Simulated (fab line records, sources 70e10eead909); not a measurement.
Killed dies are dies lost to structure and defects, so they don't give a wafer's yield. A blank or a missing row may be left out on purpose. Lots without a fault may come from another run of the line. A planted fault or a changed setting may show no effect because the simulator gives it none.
fab line records | flow nand_harc
record lots=12 wafers=36 last_day=32
route steps=1302 shown A_SLIT@933 A_WL_FILL@956
lots that met no fault: from a run of the same line without faults
start_h: hours from the record's first day to the start of the lot's first wafer shown | wait_h: hours since the lot's step before | " the same as in the row above | L1.1+2: a row that stands for several wafers | - no value, or no start given | * or withheld: withheld | < > ~ a bound
route shown NAME@n: a module of which the file shows steps, and the number in the route of the first | usual: mean/standard deviation of fault-free wafers | same: alike in all rows | chamber/n: place in a boat | sites: the reading at each site | _std_site: their standard deviation | _edge_site: outer sites' mean less inner sites' | radius_mm: how far each site lies from the wafer's centre | mask NAME#n: copy n | behind: the tool/chamber that last shaped the wafer | hold: why the lot was held/for how many hours/how that ended | device: the transistor (n, p or np) that didn't switch | end of line: the same wafers' tests at the end of the route | a step without rows: its recipe alone | killed: dies lost to structure and defects at the first sort, not the wafer's yield | map: a wafer's dies, x killed, . not, _ none there
set.NAME: the setting as run; set.NAME@STEP: as run at that earlier step | model.NAME: the simulator's own value behind a step, which no gauge read
steps of the route over a sample of lots; a table a step, a row a wafer
services: from which hour (start_h, from the record's first day; less than 0 if before it) a tool's chamber was out of use, for how many hours, and why
## steps
# step NHARC_A_SLIT_CD_MEAS_09
# recipe target_cd_nm=300 landing_energy_ev=500
# usual cd_nm=300.1/0.54
# columns lot.wafer tool chamber start_h wait_h cd_nm
L762.2 cd_sem-02 0 460.71 - 300.2
L762.4 " 0 " " 299.6
L762.5 " 0 " " 300.8
L765.1 cd_sem-01 0 478.62 - 300.0
L765.3 " 0 " " 299.6
L765.5 " 0 " " 300.0
L766.4 cd_sem-02 0 478.87 - 299.0
L766.5 " 0 " " 299.8
L766.6 " 0 " " 299.3
L764.1 cd_sem-01 0 479.05 - 300.1
L764.4 " 0 " " 300.7
L764.6 " 0 " " 299.3
L763.1 cd_sem-01 0 482.83 - 299.8
L763.2 " 0 " " 299.6
L763.6 " 0 " " 300.4
L769.1 cd_sem-01 0 522.59 - 299.5
L769.3 " 0 " " 300.0
L769.4 " 0 " " 300.8
L768.2 cd_sem-01 0 524.24 - 299.9
L768.4 " 0 " " 300.3
L768.5 " 0 " " 300.3
L772.1 cd_sem-03 0 560.65 - 300.6
L772.2 " 0 " " 299.9
L772.6 " 0 " " 300.6
L770.2 cd_sem-03 0 568.44 - 299.5
L770.3 " 0 " " 300.2
L770.4 " 0 " " 299.1
L774.2 cd_sem-02 0 579.66 - 299.6
L774.4 " 0 " " 300.6
L774.6 " 0 " " 300.4
L780.2 cd_sem-01 0 643.20 - 301.1
L780.4 " 0 " " 299.6
L780.5 " 0 " " 300.3
L781.2 cd_sem-02 0 653.01 - 300.1
L781.4 " 0 " " 300.6
L781.5 " 0 " " 300.6
# step NHARC_A_SLIT_ETCH_17
# recipe bias_v=900 source_w=withheld pressure_mtorr=20 ar_flow_sccm=375 c4f8_flow_sccm=83.3 o2_flow_sccm=41.7 time_s=4254.5 target_depth_a=2.03e+05 chemistry=C4F8/O2/Ar
# usual chamber_pressure_mTorr=20.002/0.019 drypump_motor_current_A=6.0/0.77 showerhead_plenum_p_Torr=3.70/0.16 throttle_valve_pct=32.044/0.01
# same time_s=4254.5
# columns lot.wafer tool chamber start_h wait_h chamber_pressure_mTorr drypump_motor_current_A rf_hours_counter_h showerhead_plenum_p_Torr throttle_valve_pct
L762.2 har_etch-01 0 462.75 - 19.984 5.9 249 3.65 32.033
L762.4 " 0 463.96 - 20.014 5.9 - 3.65 32.042
L762.5 " 0 465.16 - 20.023 5.9 - 3.65 32.038
L766.4 har_etch-02 0 482.13 - 20.000 6.7 - 3.91 32.056
L766.6 " 1 " " 20.006 4.9 - 3.69 32.047
L766.5 " 0 " " 20.028 6.7 - 3.91 32.049
L764.1 har_etch-02 0 484.15 - 20.029 6.7 54 3.91 32.055
L764.4 " 1 485.94 - 20.011 4.9 - 3.68 32.045
L764.6 " 0 " " 20.022 6.7 - 3.91 32.039
L765.1 har_etch-02 1 488.52 - 19.990 5.0 57 3.68 32.055
L765.3 " 1 489.74 - 20.008 5.0 - 3.68 32.035
L765.5 " 0 " " 19.984 6.7 - 3.91 32.042
L763.2 har_etch-01 1 490.07 - 19.981 6.6 260 3.44 32.049
L763.1 " 0 " " 20.011 5.9 260 3.64 32.019
L763.6 " 1 492.55 - 19.970 6.6 - 3.44 32.035
L769.1 har_etch-01 0 524.64 - 19.998 5.8 279 3.63 32.026
L769.4 " 1 " " 20.007 6.6 - 3.43 32.033
L769.3 " 0 " " 19.994 5.9 - 3.63 32.033
L768.2 har_etch-01 1 528.45 - 20.008 6.6 283 3.43 32.014
L768.4 " 1 529.66 - 19.997 6.6 - 3.43 32.047
L768.5 " 0 " " 20.017 5.8 - 3.63 32.046
L772.2 har_etch-02 0 562.09 - 20.035 6.7 100 3.88 32.048
L772.1 " 1 " " 19.958 4.9 100 3.66 32.029
L772.6 " 0 564.55 - 19.999 6.7 - 3.88 32.047
L770.2 har_etch-02 0 574.35 5.0 20.029 6.7 107 3.88 32.055
L770.3 " 1 " " 19.979 4.9 - 3.65 32.050
L770.4 " 0 " " 20.080 6.7 - 3.88 32.037
L774.2 har_etch-02 0 582.35 - 20.000 6.7 115 3.87 32.043
L774.4 " 1 " " 19.997 5.0 - 3.65 32.047
L774.6 " 0 584.74 - 20.001 6.7 - 3.87 32.047
L780.2 har_etch-02 0 644.63 - 20.011 6.7 149 3.86 32.053
L780.4 " 0 645.84 - 20.020 6.7 - 3.86 32.037
L780.5 " 0 647.05 - 20.053 6.7 - 3.86 32.026
L781.2 har_etch-02 1 655.31 - 20.015 4.9 156 3.63 32.023
L781.4 " 0 " " 20.007 6.7 - 3.85 32.054
L781.5 " 1 657.71 - 19.981 4.9 - 3.63 32.037
# step NHARC_A_WL_FILL_CVD_03
# recipe target_thk_a=400 temp_c=300 pressure_torr=40 wf6_flow_sccm=40 h2_flow_sccm=1600 ar_flow_sccm=1560 time_s=279 material=W
# usual heater_power_outer_w=297/24 heater_power_w=514/37 throttle_valve_pct=7.8/0.31
# same time_s=279
# columns lot.wafer tool chamber start_h wait_h heater_power_outer_w heater_power_w throttle_valve_pct
L762.2 cvd_w-02 1 474.88 0.1 306 577 7.4
L762.4 " 1 " " 300 575 7.6
L762.5 " 1 " " 296 571 7.7
L766.4 cvd_w-01 1 493.21 0.2 272 484 8.0
L766.5 " 0 " " 302 509 7.8
L766.6 " 1 " " 261 481 8.1
L764.1 cvd_w-02 0 497.20 0.5 280 487 8.2
L764.4 " 0 " " 277 490 8.1
L764.6 " 1 " " 308 564 7.2
L765.1 cvd_w-02 1 500.52 0.1 294 595 7.6
L765.3 " 0 " " 276 501 8.0
L765.5 " 1 " " 297 570 7.4
L763.2 cvd_w-01 1 502.80 0.1 266 476 8.0
L763.1 " 0 " " 315 508 7.7
L763.6 " 0 " " 308 490 7.6
L769.1 cvd_w-02 1 536.73 0.1 303 591 7.7
L769.3 " 1 " " 304 578 7.9
L769.4 " 0 " " 276 501 8.4
L768.2 cvd_w-02 1 540.71 0.1 301 575 8.0
L768.4 " 1 " " 305 571 7.4
L768.5 " 0 " " 278 486 8.1
L772.1 cvd_w-02 1 574.76 0.1 313 569 7.6
L772.2 " 1 " " 309 578 7.5
L772.6 " 1 " " 314 574 7.3
L770.2 cvd_w-01 1 586.41 0.1 271 483 8.0
L770.3 " 0 " " 336 531 7.1
L770.4 " 1 " " 277 471 8.0
L774.2 cvd_w-02 1 594.45 0.1 305 580 7.5
L774.4 " 1 " " 306 579 7.8
L774.6 " 1 " " 306 599 7.4
L780.2 cvd_w-01 0 657.42 0.1 331 539 7.4
L780.4 " 1 " " 273 475 8.0
L780.5 " 1 " " 282 489 8.1
L781.2 cvd_w-01 1 667.41 0.1 270 487 8.1
L781.4 " 1 " " 279 486 7.8
L781.5 " 1 " " 275 489 7.9
# step NHARC_A_WL_FILL_ETCHBACK_04
# recipe target_depth_a=600 time_s=120 chemistry=NF3
# usual chamber_pressure_mTorr=300.01/0.24 drypump_motor_current_A=5.62/0.13 oes_product_au=1.001/0.01 run_length_s=141.2/0.49
# columns lot.wafer tool chamber start_h wait_h chamber_pressure_mTorr drypump_motor_current_A oes_product_au rf_hours_counter_h run_length_s
L762.2 rie_metal-02 0 475.20 0.3 299.86 5.53 1.014 0.5 140.6
L762.4 " 1 " " 299.82 5.81 0.994 - 141.6
L762.5 " 1 " " 300.21 5.80 0.999 - 141.3
L766.4 rie_metal-03 1 493.49 0.2 300.02 5.75 0.994 - 141.7
L766.5 " 1 " " 299.70 5.75 0.997 - 141.8
L766.6 " 0 " " 300.09 5.48 1.012 - 140.5
L764.1 rie_metal-02 1 497.55 0.3 300.21 5.76 0.992 0.7 141.4
L764.4 " 0 " " 300.00 5.53 1.011 - 141.4
L764.6 " 1 " " 299.83 5.77 0.986 - 141.5
L765.1 rie_metal-01 1 500.89 0.3 300.09 5.44 1.016 1.5 142.0
L765.3 " 0 " " 300.25 5.56 1.013 - 141.4
L765.5 " 0 " " 299.95 5.61 0.998 - 141.2
L763.2 rie_metal-02 1 503.17 0.3 300.17 5.78 0.994 0.9 141.4
L763.1 " 0 " " 300.06 5.55 0.992 0.9 140.6
L763.6 " 1 " " 299.90 5.80 0.979 - 141.2
L769.1 rie_metal-03 1 537.11 0.3 300.34 5.77 0.996 0.0 141.8
L769.3 " 1 " " 300.28 5.76 0.996 - 142.1
L769.4 " 0 " " 299.71 5.52 0.981 - 140.4
L768.2 rie_metal-02 0 541.12 0.4 300.04 5.55 1.019 1.5 140.8
L768.4 " 1 " " 300.07 5.78 1.012 - 141.5
L768.5 " 1 " " 300.20 5.78 1.002 - 141.2
L772.1 rie_metal-03 1 575.44 0.6 300.33 5.77 0.996 0.5 141.6
L772.2 " 0 " " 299.81 5.52 1.001 0.8 140.7
L772.6 " 0 " " 300.05 5.56 0.995 - 140.4
L770.2 rie_metal-02 1 586.77 0.3 299.82 5.77 1.001 2.5 141.0
L770.3 " 0 " " 300.31 5.51 1.010 - 140.5
L770.4 " 1 " " 299.78 5.78 0.996 - 141.1
L774.2 rie_metal-01 1 594.82 0.3 300.13 5.45 1.001 0.3 141.6
L774.4 " 0 " " 299.80 5.59 0.993 - 141.4
L774.6 " 1 " " 300.09 5.43 1.009 - 141.6
L780.2 rie_metal-03 0 657.74 0.3 300.12 5.50 1.006 2.6 140.9
L780.4 " 0 " " 299.99 5.50 0.996 - 130.7
L780.5 " 1 " " 299.80 5.78 0.982 - 132.2
L781.2 rie_metal-03 1 667.78 0.3 300.12 5.77 0.986 2.5 142.0
L781.4 " 1 " " 300.23 5.79 0.983 - 131.7
L781.5 " 0 " " 300.06 5.55 1.013 - 131.1
## services
# columns tool chamber start_h hours kind
cvd_w-02 - 450.05 13.0 pm
cvd_w-02 0 450.05 13.0 vent_cycle
cvd_w-02 1 450.05 13.0 vent_cycle
rie_metal-03 1 451.67 9.5 repair
rie_metal-02 - 454.00 9.0 pm
cvd_w-02 0 463.05 - clean
cvd_w-02 1 463.05 - clean
har_etch-01 - 480.02 10.0 repair
cvd_w-01 - 496.21 1.1 repair
rie_metal-03 - 516.62 1.1 repair
rie_metal-03 - 519.09 9.0 pm
rie_metal-03 1 546.10 2.3 repair
cvd_w-01 - 547.00 13.0 pm
cvd_w-02 - 553.70 0.9 repair
cvd_w-02 0 573.87 1.4 repair
rie_metal-01 - 575.00 9.0 pm
rie_metal-02 0 590.83 4.5 repair
cvd_w-01 1 595.96 1.3 repair
cvd_w-01 1 628.46 11.8 repair
rie_metal-02 - 631.00 9.0 pm
cvd_w-02 - 631.05 13.0 pm
cvd_w-02 0 631.05 13.0 vent_cycle
cvd_w-02 0 654.58 1.2 repair
rie_metal-01 - 664.85 5.0 repair
## key
first_sign step=NHARC_A_WL_FILL_ETCHBACK_04 reading=run_length_s direction=down sigmas=20 usual=* struck=*
effect none on later readings
met_at NHARC_A_WL_FILL_ETCHBACK_04
struck_lots L780,L781
struck_wafers L780.4,L780.5,L781.4,L781.5
tester_left_out L780,L781
not_acting_at NHARC_A_SLIT_CD_MEAS_09,NHARC_A_SLIT_ETCH_17,NHARC_A_WL_FILL_CVD_03
onset_between 575.44 657.74
fault kind=process_parameter_drift tool=rie_metal-03 chamber=- onset_h=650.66 steps=NHARC_A_WL_FILL_ETCHBACK_04 channel=time_s offset=* shape=step end_h=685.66 scope=struck_wafers_only acts_in=* stated=*
# tester_left_out: of these lots the tester's yield and bins aren't shown, on N5 and GAA mostly nor the transistor test; their killed dies are dies lost to structure and defects alone, not to doping, threshold or leakage, so they don't give the yield
